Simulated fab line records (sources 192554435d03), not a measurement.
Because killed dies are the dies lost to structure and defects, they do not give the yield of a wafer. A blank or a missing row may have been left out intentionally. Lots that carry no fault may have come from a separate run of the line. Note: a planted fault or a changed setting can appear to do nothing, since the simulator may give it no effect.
fab line records	flow n5-finfet
[record] lots = 10	wafers = 30	last-day = 16
route steps=1938 shown ZERO_LAYER@13 WELL_APT@33 PMOS_HMC_CHANNEL_EPI@57 BEOL_M4@1111 PASSIVATION@1936
lots untouched by any fault: they come from a run of this same line in which no faults occurred
start-h: hours from the record's opening day to when the first of the lot's shown wafers began	wait-h: hours since the lot's step before	" the same as in the row above	L1.1+2: several wafers, shown together as one row	- either no value or no given start	* or withheld: withheld	< > ~ a bound
route shown NAME@n: names a module that has steps shown in the file, with the first one's number in the route	usual: average and standard deviation across the fault-free wafers	same: alike in all rows	chamber/n: place in a boat	sites: per-site readings	_std_site: standard deviation of those values	_edge_site: mean of outer sites minus mean of inner sites	radius-mm: for every site, how far away it sits from the centre of the wafer	mask NAME#n: copy n	behind: the last tool/chamber to shape the wafer	hold: why the lot was held/for how many hours/how that ended	device: which transistor (n, p or np) failed to switch	end of line: the tests these same wafers got at the end of their route	a step without rows: its recipe alone	killed: not the wafer's yield, but the dies lost to structure and defects at the first sort	map: the dies of a wafer, with x for killed, . for not killed, _ for no die there
set.NAME: the setting the step ran with; set.NAME@STEP: the setting that earlier step ran with	model.NAME: the simulator's own value behind a step, which no gauge read
one table for each step of the route and one row for each wafer, over a sample of lots
services: a tool's chamber out of use, with start hour (start-h, from the record's first day; less than 0 if before it), hours out, and reason
[[steps]]
[step N5_ZERO_LAYER_CD_MEAS_11]
[recipe] target-cd-nm = 2000	landing-energy-ev = 500	detector = se-inlens
[usual] cd-nm = 2000.3/1.9
lot.wafer	tool	chamber	start-h	wait-h	cd-nm
L804.2	cd-sem-03	0	12.78	-	1997.5
L804.3	"	0	"	"	2000.2
L804.6	"	0	"	"	2000.6
L806.2	cd-sem-03	0	24.80	-	1998.1
L806.5	"	0	"	"	2000.3
L806.6	"	0	"	"	2002.0
L807.2	cd-sem-02	0	30.65	-	1998.4
L807.3	"	0	"	"	2000.4
L807.6	"	0	"	"	1995.9
L809.1	cd-sem-02	0	42.65	-	1997.9
L809.2	"	0	"	"	1999.1
L809.5	"	0	"	"	2003.8
L811.3	cd-sem-03	0	54.77	-	2001.3
L811.4	"	0	"	"	1997.5
L811.6	"	0	"	"	1998.0
L812.1	cd-sem-03	0	60.64	-	2002.5
L812.2	"	0	"	"	2001.6
L812.4	"	0	"	"	1998.4
L813.1	cd-sem-03	0	66.77	-	2002.2
L813.3	"	0	"	"	2000.8
L813.5	"	0	"	"	1996.4
L814.3	cd-sem-03	0	72.65	-	1997.9
L814.4	"	0	"	"	2001.8
L814.6	"	0	"	"	2001.2
L819.2	cd-sem-01	0	102.77	-	2003.1
L819.4	"	0	"	"	2001.9
L819.5	"	0	"	"	2001.2
L821.3	cd-sem-02	0	114.65	-	2001.5
L821.5	"	0	"	"	1999.2
L821.6	"	0	"	"	2000.8
[step N5_WELL_APT_IMPLANT_15]
[recipe] species = As	energy-kev = 25	dose-cm2 = 1.5e+13	tilt-deg = 0	rotation-deg = 0
[usual] beam-on-s = 10.00/0.2	dose-ions-cm2 = 1.4997e+13/1.7e+10	end-station-pressure-torr = 5.14e-06/2.7e-07	faraday-current-uA = 190/3.8
lot.wafer	tool	chamber	start-h	wait-h	beam-on-s	dose-ions-cm2	end-station-pressure-torr	faraday-current-uA
L804.2	implanter-01	0	14.40	0.1	10.18	1.4966e+13	4.91e-06	187
L804.3	"	0	"	"	9.80	1.4976e+13	5.37e-06	195
L804.6	"	0	"	"	9.74	1.4996e+13	5.22e-06	195
L806.2	implanter-01	0	26.43	0.1	10.06	1.5002e+13	4.77e-06	190
L806.5	"	0	"	"	10.05	1.4997e+13	5.04e-06	190
L806.6	"	0	"	"	9.59	1.5002e+13	4.61e-06	198
L807.2	implanter-01	0	32.08	0.1	10.12	1.5016e+13	5.08e-06	189
L807.3	"	0	"	"	10.15	1.5005e+13	5.27e-06	187
L807.6	"	0	"	"	9.83	1.501e+13	5.78e-06	193
L809.1	implanter-02	0	44.10	0.1	10.31	1.5003e+13	4.99e-06	186
L809.2	"	0	"	"	9.94	1.501e+13	5.46e-06	192
L809.5	"	0	"	"	9.91	1.4994e+13	5.81e-06	192
L811.3	implanter-02	0	56.16	0.1	10.05	1.5006e+13	5.18e-06	189
L811.4	"	0	"	"	9.76	1.4968e+13	4.91e-06	194
L811.6	"	0	"	"	10.06	1.4981e+13	4.6e-06	189
L812.1	implanter-01	0	62.03	0.1	10.04	1.4998e+13	5.47e-06	190
L812.2	"	0	"	"	9.98	1.4993e+13	4.65e-06	191
L812.4	"	0	"	"	10.20	1.5013e+13	5.21e-06	186
L813.1	implanter-02	0	68.17	0.1	10.15	1.4991e+13	5.21e-06	187
L813.3	"	0	"	"	9.98	1.5005e+13	5.3e-06	191
L813.5	"	0	"	"	9.68	1.5012e+13	5.36e-06	196
L814.3	implanter-01	0	74.03	0.1	9.88	1.4969e+13	5.27e-06	192
L814.4	"	0	"	"	9.70	1.4996e+13	4.91e-06	195
L814.6	"	0	"	"	10.01	1.4977e+13	5.02e-06	190
L819.2	implanter-01	0	104.33	0.1	9.89	1.7732e+13	5.43e-06	227
L819.4	"	0	"	"	9.96	1.7714e+13	4.81e-06	227
L819.5	"	0	"	"	10.17	1.7694e+13	4.68e-06	219
L821.3	implanter-01	0	116.02	0.1	9.73	1.7745e+13	4.78e-06	231
L821.5	"	0	"	"	10.29	1.7743e+13	4.98e-06	218
L821.6	"	0	"	"	9.92	1.7729e+13	5.4e-06	227
[step N5_WELL_APT_RTA_34]
[recipe] temp-c = 1000	time-s = 10	ambient = N2	idle-temp-c = 600	ramp-up-c-per-s = 150	ramp-down-c-per-s = 60	cool-to-c = 600
[usual] lamp-power-pct = 13.01/0.057	lamp_zone_2_pct = 12.99/0.036	wafer_temp_C_max = 1003.7/0.99
lot.wafer	tool	chamber	start-h	wait-h	lamp-power-pct	lamp_zone_2_pct	wafer_temp_C_max
L804.2	rtp-anneal-01	0	16.18	0.0	13.06	13.03	1003.2
L804.3	"	0	"	"	12.98	12.96	1003.7
L804.6	"	0	"	"	13.08	13.00	1002.4
L806.2	rtp-anneal-01	0	28.20	0.1	13.11	13.02	1005.5
L806.5	"	0	"	"	13.05	12.99	1003.7
L806.6	"	0	"	"	12.98	12.98	1003.3
L807.2	rtp-anneal-01	0	33.87	0.0	12.94	13.00	1004.7
L807.3	"	0	"	"	13.02	13.00	1003.8
L807.6	"	0	"	"	13.05	12.99	1004.3
L809.1	rtp-anneal-01	0	45.84	0.0	13.06	13.04	1002.9
L809.2	"	0	"	"	13.04	13.01	1002.5
L809.5	"	0	"	"	13.02	13.02	1003.6
L811.3	rtp-anneal-02	0	57.87	0.1	12.94	12.98	1003.1
L811.4	"	0	"	"	12.94	12.92	1003.0
L811.6	"	0	"	"	13.02	13.05	1003.9
L812.1	rtp-anneal-02	0	63.78	0.0	13.07	13.00	1005.2
L812.2	"	0	"	"	13.06	12.95	1005.7
L812.4	"	0	"	"	13.13	12.93	1003.0
L813.1	rtp-anneal-02	0	70.18	0.3	12.96	12.97	1002.6
L813.3	"	0	"	"	13.01	12.99	1005.4
L813.5	"	0	"	"	13.06	13.02	1002.0
L814.3	rtp-anneal-02	0	75.68	0.1	13.05	13.04	1003.0
L814.4	"	0	"	"	13.02	13.05	1003.4
L814.6	"	0	"	"	12.96	13.05	1003.8
L819.2	rtp-anneal-01	0	106.44	0.4	13.09	12.96	1002.4
L819.4	"	0	"	"	13.03	12.99	1004.6
L819.5	"	0	"	"	12.97	12.99	1004.9
L821.3	rtp-anneal-01	0	118.08	0.2	13.02	12.99	1004.2
L821.5	"	0	"	"	12.95	12.98	1004.6
L821.6	"	0	"	"	13.07	12.99	1003.1
[step N5_PMOS_HMC_CHANNEL_EPI_HM_DEP_34]
[recipe] material = SiO2	target-thk-a = 360	temp-c = 400	precursor = TEOS/O2	pressure-torr = 6.5	rf-w = 900	teos-flow-sccm = 161.4	gas = O2	flow-sccm = 2650	time-s = 6.9
[usual] heater-power-outer-w = 325/83	heater-power-w = 584/120	showerhead-plenum-p-Torr = 8.346/0.03	throttle-valve-pct = 18.8/0.74
lot.wafer	tool	chamber	start-h	wait-h	heater-power-outer-w	heater-power-w	showerhead-plenum-p-Torr	throttle-valve-pct
L804.2	pecvd-01	0	17.08	0.0	248	519	8.333	18.7
L804.3	"	2	"	"	374	638	8.318	18.1
L804.6	"	2	"	"	381	629	8.323	18.2
L806.2	pecvd-02	0	29.13	0.0	279	529	8.322	19.4
L806.5	"	1	"	"	399	677	8.400	19.6
L806.6	"	0	"	"	276	522	8.334	19.6
L807.2	pecvd-04	2	34.78	0.0	222	425	8.386	18.4
L807.3	"	0	"	"	359	577	8.355	19.1
L807.6	"	1	"	"	296	518	8.298	18.8
L809.1	pecvd-02	0	46.76	0.0	278	527	8.342	19.5
L809.2	"	1	"	"	403	692	8.370	19.7
L809.5	"	1	"	"	403	726	8.385	19.3
L811.3	pecvd-02	0	58.76	0.0	277	500	8.335	19.5
L811.4	"	2	"	"	399	764	8.325	17.4
L811.6	"	0	"	"	278	516	8.334	19.4
L812.1	pecvd-01	0	64.69	0.0	296	587	8.337	18.7
L812.2	"	2	"	"	379	656	8.311	18.2
L812.4	"	2	"	"	383	658	8.308	18.4
L813.1	pecvd-04	2	71.09	0.0	248	454	8.381	18.7
L813.3	"	1	"	"	221	421	8.276	18.9
L813.5	"	0	"	"	416	654	8.330	19.3
L814.3	pecvd-04	0	76.55	0.0	403	658	8.360	19.5
L814.4	"	2	"	"	192	375	8.379	18.3
L814.6	"	1	"	"	195	401	8.287	18.9
L819.2	pecvd-02	1	107.33	0.0	496	814	8.394	19.5
L819.4	"	2	"	"	379	722	8.331	17.3
L819.5	"	1	"	"	512	812	8.372	19.4
L821.3	pecvd-02	0	119.17	0.0	249	460	8.323	19.6
L821.5	"	1	"	"	481	810	8.383	19.4
L821.6	"	0	"	"	238	475	8.342	19.9
[step N5_BEOL_M4_RC_MEAS_101]
[usual] DIBL_N = 36.2/1.6	DIBL_P = 36.5/1.9	IOFF_N = 0.158/0.027	IOFF_P = 0.21/0.038	ION_N = 675/12	ION_P = 464/8.9	SS_N = 71.5/0.61	SS_P = 73.4/0.59	VT_N = 250.4/3	VT_P = -250/3.6
lot.wafer	tool	chamber	start-h	wait-h	DIBL_N[mV/V]	DIBL_P[mV/V]	IOFF_N[nA/um]	IOFF_P[nA/um]	ION_N[uA/um]	ION_P[uA/um]	SS_N[mV/dec]	SS_P[mV/dec]	VT_N[mV]	VT_P[mV]
L804.2	prober-02	0	167.34	0.2	34.3	35.5	0.138	0.19	668	457	70.9	72.3	252.3	-251
L804.3	"	0	"	"	36.1	38.0	0.161	0.24	682	466	71.5	72.9	252.3	-251
L804.6	"	0	"	"	36.9	38.7	0.184	0.25	688	465	72.0	73.2	249.9	-246
L806.2	prober-01	0	170.34	0.2	35.1	35.1	0.140	0.18	670	458	71.4	73.4	250.7	-254
L806.5	"	0	"	"	34.4	34.7	0.130	0.18	663	461	70.9	73.1	255.0	-254
L806.6	"	0	"	"	34.1	33.3	0.114	0.16	656	449	71.2	72.0	254.7	-255
L807.2	prober-01	0	185.63	0.2	36.9	36.6	0.154	0.22	666	461	72.4	73.5	254.4	-251
L807.3	"	0	"	"	38.4	37.3	0.171	0.22	669	461	71.9	74.1	251.4	-252
L807.6	"	0	"	"	36.7	35.5	0.148	0.20	670	458	71.7	72.9	253.9	-252
L809.1	prober-02	0	192.78	0.0	37.8	36.5	0.156	0.20	672	455	70.3	73.7	252.7	-250
L809.2	"	0	"	"	37.4	37.5	0.165	0.21	676	462	71.3	73.5	248.5	-248
L809.5	"	0	"	"	35.7	34.7	0.122	0.17	653	452	70.5	72.9	254.3	-253
L811.3	prober-01	0	211.01	0.3	34.9	34.8	0.129	0.20	673	465	71.5	73.4	255.7	-249
L811.4	"	0	"	"	34.2	34.6	0.121	0.19	665	461	71.3	72.7	254.4	-251
L811.6	"	0	"	"	36.7	37.9	0.165	0.25	685	474	72.1	73.2	248.9	-245
L812.1	prober-01	0	212.54	0.0	37.5	36.6	0.156	0.18	666	452	71.0	73.1	250.0	-257
L812.2	"	0	"	"	39.8	38.7	0.211	0.21	682	453	72.3	73.9	246.5	-255
L812.4	"	0	"	"	36.0	34.4	0.128	0.16	651	437	71.1	73.0	256.1	-259
L814.3	prober-01	0	217.45	0.3	35.0	35.7	0.139	0.19	672	468	71.4	73.3	252.1	-252
L814.4	"	0	"	"	35.1	35.6	0.144	0.20	683	468	71.3	72.9	252.2	-251
L814.6	"	0	"	"	34.2	33.3	0.128	0.17	671	462	70.5	73.1	254.2	-252
L813.1	prober-02	0	218.98	0.0	37.6	38.5	0.184	0.24	698	475	72.1	73.9	245.7	-249
L813.3	"	0	"	"	35.8	37.4	0.158	0.22	686	467	71.1	73.5	250.7	-249
L813.5	"	0	"	"	35.6	37.4	0.165	0.22	696	477	71.1	73.4	247.4	-248
L819.2	prober-02	0	275.25	0.2	37.1	37.3	0.173	0.22	671	463	72.1	73.3	249.0	-250
L819.4	"	0	"	"	38.5	39.2	0.206	0.26	692	472	72.1	73.4	246.0	-247
L819.5	"	0	"	"	34.4	34.7	0.120	0.17	666	459	70.2	72.3	255.4	-254
L821.3	prober-01	0	279.92	0.3	36.6	37.1	0.172	0.21	666	462	72.4	72.5	249.4	-252
L821.5	"	0	"	"	37.2	37.5	0.176	0.22	669	457	72.7	74.3	250.6	-252
L821.6	"	0	"	"	35.2	36.7	0.142	0.20	673	462	71.5	73.6	252.4	-253
[step N5_PASSIVATION_PROBE_49]
[usual] defect-limited-yield = 91.3/1.7	killed_at_M0_to_M3 = 33/11	killed_at_M4_up = 14/5.5	killed-at-contacts = 13/6.5	killed-at-front-end = 39/13	killed-at-other = 3.4/2.9	killed-dies = 103/20	killed-on-rim = 14/4.3	killed-open = 69/15	killed-short = 32/8.1	sort_bin_5_function = 5.1/1.1	sort_bin_6_memory = 3.3/0.74	sort_bin_8_speed = 0.00/0.014	sort-n-pass = 1077/20	sort-yield-pct = 91.3/1.7
[same] gross-dies = 1180	killed-at-back-side = 0	sort_bin_4_leakage[%] = 0
lot.wafer	tool	chamber	start-h	wait-h	defect-limited-yield[%]	killed_at_M0_to_M3	killed_at_M4_up	killed-at-contacts	killed-at-front-end	killed-at-other	killed-dies	killed-on-rim	killed-open	killed-short	sort_bin_5_function[%]	sort_bin_6_memory[%]	sort_bin_8_speed[%]	sort-n-pass	sort-yield-pct[%]
L806.2	prober-02	-	282.12	0.1	92.7	23	14	16	33	0	86	22	62	23	4.6	2.4	0	1094	92.7
L806.5	prober-02	-	282.27	0.2	91.3	34	12	15	42	0	103	10	72	31	5.3	3.1	0	1077	91.3
L806.6	prober-02	-	282.32	0.3	93.1	31	12	10	27	2	82	8	50	30	4.7	2.1	0	1098	93.1
L804.2	prober-01	-	282.57	0.1	89.7	34	17	12	54	4	121	15	86	32	6.2	3.4	0	1059	89.7
L804.3	prober-01	-	282.62	0.1	85.3	44	19	11	94	5	173	27	124	48	9.3	5.0	0	1007	85.3
L804.6	prober-01	-	282.77	0.3	89.8	24	12	10	73	1	120	14	78	42	6.0	3.8	0	1060	89.8
L809.1	prober-02	-	313.48	0.0	88.1	46	28	8	55	3	140	18	91	44	6.8	4.3	0	1040	88.1
L809.2	prober-02	-	313.53	0.1	86.9	45	14	21	73	2	155	19	112	39	8.5	4.1	0	1025	86.9
L809.5	prober-02	-	313.68	0.2	90.0	52	16	18	30	2	118	15	84	33	5.1	4.5	0	1062	90.0
L812.1	prober-02	-	331.77	0.0	89.9	29	23	18	42	7	119	16	87	32	6.6	3.2	0	1061	89.9
L812.2	prober-02	-	331.82	0.1	89.7	35	24	15	42	5	121	18	84	35	5.8	4.0	0	1059	89.7
L812.4	prober-02	-	331.92	0.2	90.6	36	21	5	45	4	111	15	76	32	6.0	3.1	0.08	1068	90.5
L819.2	prober-01	-	378.19	0.1	91.6	25	17	14	43	0	99	9	68	30	5.3	3.0	0	1081	91.6
L819.4	prober-01	-	378.29	0.2	90.3	52	11	11	40	1	115	19	87	28	4.7	4.7	0	1065	90.3
L819.5	prober-01	-	378.34	0.2	90.8	34	9	18	42	5	108	14	82	26	4.7	4.2	0	1072	90.8
L821.3	prober-01	-	390.85	0.1	93.3	20	14	7	37	1	79	9	63	15	3.7	2.9	0	1101	93.3
L821.5	prober-01	-	390.95	0.2	93.0	11	17	13	35	7	83	13	56	26	4.2	2.5	0	1097	93.0
L821.6	prober-01	-	391.00	0.3	92.5	16	15	22	30	5	88	12	55	31	4.1	3.1	0	1092	92.5
// killed by level:class
L806.2 MOL_CONTACT_COAG:geometric-particle:open=14 BEOL_M4:geometric-particle:open=7 STI_FIN_REVEAL:geometric-particle:open=6 BEOL_M1:geometric-particle:open=6 FIN_SAQP:geometric-particle:open=5 BEOL_M0_SAQP:geometric-particle:short=4 FIN_SAQP:geometric-particle:short=3 DUMMY_GATE:geometric-particle:open=3
L806.5 STI_FIN_REVEAL:geometric-particle:open=16 MOL_CONTACT_COAG:geometric-particle:open=13 BEOL_M0_SAQP:geometric-particle:short=10 BEOL_M0_SAQP:geometric-particle:open=8 FIN_SAQP:geometric-particle:open=6 GATE_CUT:geometric-particle:short=6 BEOL_M2:geometric-particle:open=5 DUMMY_GATE:geometric-particle:open=4
L806.6 FIN_SAQP:geometric-particle:short=7 BEOL_M2:geometric-particle:open=7 MOL_CONTACT_COAG:geometric-particle:open=6 BEOL_M0_SAQP:geometric-particle:short=6 DUMMY_GATE:geometric-particle:open=5 BEOL_M0:geometric-particle:open=5 BEOL_M4:geometric-particle:open=5 STI_FIN_REVEAL:geometric-particle:open=4
L804.2 STI_FIN_REVEAL:geometric-particle:open=18 BEOL_M2:geometric-particle:open=12 MOL_CONTACT_COAG:geometric-particle:open=9 FIN_SAQP:geometric-particle:open=7 FIN_SAQP:geometric-particle:short=7 BEOL_M6:geometric-particle:open=7 DUMMY_GATE:geometric-particle:open=4 BEOL_M3:geometric-particle:open=4
L804.3 STI_FIN_REVEAL:geometric-particle:open=42 FIN_SAQP:geometric-particle:short=17 BEOL_M2:geometric-particle:open=16 FIN_SAQP:geometric-particle:open=14 MOL_CONTACT_COAG:geometric-particle:open=8 BEOL_M0_SAQP:geometric-particle:short=8 BEOL_M0_SAQP:geometric-particle:open=8 BEOL_M4:geometric-particle:open=8
L804.6 STI_FIN_REVEAL:geometric-particle:open=25 FIN_SAQP:geometric-particle:short=11 FIN_SAQP:geometric-particle:open=9 MOL_CONTACT_COAG:geometric-particle:open=9 STI_FIN_REVEAL:geometric-particle:short=6 ILD0:geometric-particle:short=6 BEOL_M1:geometric-particle:open=6 BEOL_M2:geometric-particle:open=6
L809.1 STI_FIN_REVEAL:geometric-particle:open=18 BEOL_M0_SAQP:geometric-particle:short=12 BEOL_M0_SAQP:geometric-particle:open=11 FIN_SAQP:geometric-particle:open=10 BEOL_M3:geometric-particle:open=9 FIN_SAQP:geometric-particle:short=6 BEOL_M2:geometric-particle:open=6 BEOL_M5:geometric-particle:open=6
L809.2 STI_FIN_REVEAL:geometric-particle:open=35 FIN_SAQP:geometric-particle:open=16 MOL_CONTACT_COAG:geometric-particle:open=16 BEOL_M0_SAQP:geometric-particle:short=14 BEOL_M0_SAQP:geometric-particle:open=8 BEOL_M2:geometric-particle:open=8 BEOL_M3:geometric-particle:open=7 BEOL_M5:geometric-particle:open=7
L809.5 BEOL_M0_SAQP:geometric-particle:open=17 STI_FIN_REVEAL:geometric-particle:open=11 BEOL_M1:geometric-particle:open=11 MOL_CONTACT_COAG:geometric-particle:open=10 MOL_CONTACT_COAG:geometric-particle:short=8 BEOL_M3:geometric-particle:open=8 BEOL_M4:geometric-particle:open=8 BEOL_M0_SAQP:geometric-particle:short=6
L812.1 MOL_CONTACT_COAG:geometric-particle:open=17 BEOL_M4:geometric-particle:open=14 BEOL_M0_SAQP:geometric-particle:open=11 DUMMY_GATE:geometric-particle:open=8 BEOL_M1:geometric-particle:open=8 FIN_SAQP:geometric-particle:open=7 STI_FIN_REVEAL:geometric-particle:open=6 GATE_CUT:geometric-particle:short=5
L812.2 FIN_SAQP:geometric-particle:open=12 MOL_CONTACT_COAG:geometric-particle:open=12 BEOL_M4:geometric-particle:open=11 BEOL_M0_SAQP:geometric-particle:open=9 BEOL_M1:geometric-particle:open=9 BEOL_M5:geometric-particle:open=7 BEOL_M0_SAQP:geometric-particle:short=6 FIN_SAQP:geometric-particle:short=4
L812.4 BEOL_M4:geometric-particle:open=12 FIN_SAQP:geometric-particle:open=11 STI_FIN_REVEAL:geometric-particle:open=7 BEOL_M3:geometric-particle:open=7 BEOL_M0_SAQP:geometric-particle:short=6 BEOL_M2:geometric-particle:open=6 FIN_SAQP:geometric-particle:short=5 DUMMY_GATE:geometric-particle:open=5
L819.2 FIN_SAQP:geometric-particle:open=18 MOL_CONTACT_COAG:geometric-particle:open=11 BEOL_M6:geometric-particle:open=6 FIN_SAQP:geometric-particle:short=5 BEOL_M3:geometric-particle:open=5 BEOL_M1:geometric-particle:open=5 BEOL_M2:geometric-particle:open=5 STI_FIN_REVEAL:geometric-particle:open=3
L819.4 FIN_SAQP:geometric-particle:open=16 BEOL_M0_SAQP:geometric-particle:open=14 STI_FIN_REVEAL:geometric-particle:open=12 MOL_CONTACT_COAG:geometric-particle:open=10 BEOL_M0_SAQP:geometric-particle:short=10 BEOL_M3:geometric-particle:open=10 BEOL_M1:geometric-particle:open=9 FIN_SAQP:geometric-particle:short=6
L819.5 MOL_CONTACT_COAG:geometric-particle:open=15 FIN_SAQP:geometric-particle:open=12 BEOL_M2:geometric-particle:open=10 BEOL_M0_SAQP:geometric-particle:open=8 BEOL_M0_SAQP:geometric-particle:short=7 FIN_SAQP:geometric-particle:short=6 DUMMY_GATE:geometric-particle:open=5 STARTING-WAFER:geometric-particle:open=5
L821.3 STI_FIN_REVEAL:geometric-particle:open=14 BEOL_M1:geometric-particle:open=8 MOL_CONTACT_COAG:geometric-particle:open=6 BEOL_M4:geometric-particle:open=6 FIN_SAQP:geometric-particle:open=5 DUMMY_GATE:geometric-particle:open=4 GATE_CUT:geometric-particle:open=3 BEOL_M0_SAQP:geometric-particle:open=3
L821.5 STI_FIN_REVEAL:geometric-particle:open=9 MOL_CONTACT_COAG:geometric-particle:open=9 STARTING-WAFER:geometric-particle:short=7 BEOL_M4:geometric-particle:open=7 FIN_SAQP:geometric-particle:open=4 DUMMY_GATE:geometric-particle:open=4 ILD0:geometric-particle:open=4 BEOL_M2:geometric-particle:open=4
L821.6 MOL_CONTACT_COAG:geometric-particle:open=19 FIN_SAQP:geometric-particle:short=7 STI_FIN_REVEAL:geometric-particle:open=5 BEOL_M0_SAQP:geometric-particle:short=4 GATE_CUT:geometric-particle:short=4 BEOL_M0:geometric-particle:open=4 BEOL_M4:geometric-particle:open=4 BEOL_M5:geometric-particle:open=4
[[services]]
tool	chamber	start-h	hours	kind
pecvd-02	0	-4.47	2.1	scheduled-down
pecvd-01	1	0.59	2.1	scheduled-down
pecvd-02	2	21.12	-	clean
pecvd-02	2	21.12	-	consumable-replace:showerhead
pecvd-02	2	21.12	29.0	scheduled-down
pecvd-02	2	21.12	29.0	vent-cycle
pecvd-02	0	32.25	5.1	repair
pecvd-01	-	35.09	14.6	pm
rtp-anneal-01	-	48.52	4.8	pm
pecvd-01	-	49.69	5.5	pm
pecvd-04	0	52.63	6.8	repair
implanter-01	-	66.60	1.0	repair
pecvd-01	2	73.69	5.1	repair
pecvd-04	2	84.00	2.1	scheduled-down
rtp-anneal-02	-	100.84	8.3	pm
implanter-01	-	107.90	4.1	pm
rtp-anneal-02	-	112.75	4.5	pm
[[key]]
[first-sign] step = N5_WELL_APT_IMPLANT_15	reading = dose-ions-cm2	direction = up	sigmas = 99+	usual = 1.4997e+13	struck = 1.7726e+13
[effect] step = N5_WELL_APT_IMPLANT_15	reading = faraday-current-uA	direction = up	sigmas = 9.2	usual = 190	struck = 225
met-at N5_WELL_APT_IMPLANT_15
struck-lots L819,L821
not-acting-at N5_ZERO_LAYER_CD_MEAS_11,N5_WELL_APT_RTA_34,N5_PMOS_HMC_CHANNEL_EPI_HM_DEP_34
onset-between 74.03 104.33
[fault] kind = process-parameter-drift	tool = implanter-01	chamber = -	onset-h = 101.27	steps = N5_WELL_APT_IMPLANT_15	channel = dose-cm2	offset = 2.706e+12	shape = step	end-h = 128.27	acts-in = these-recipes-only	stated = 1.5e+13
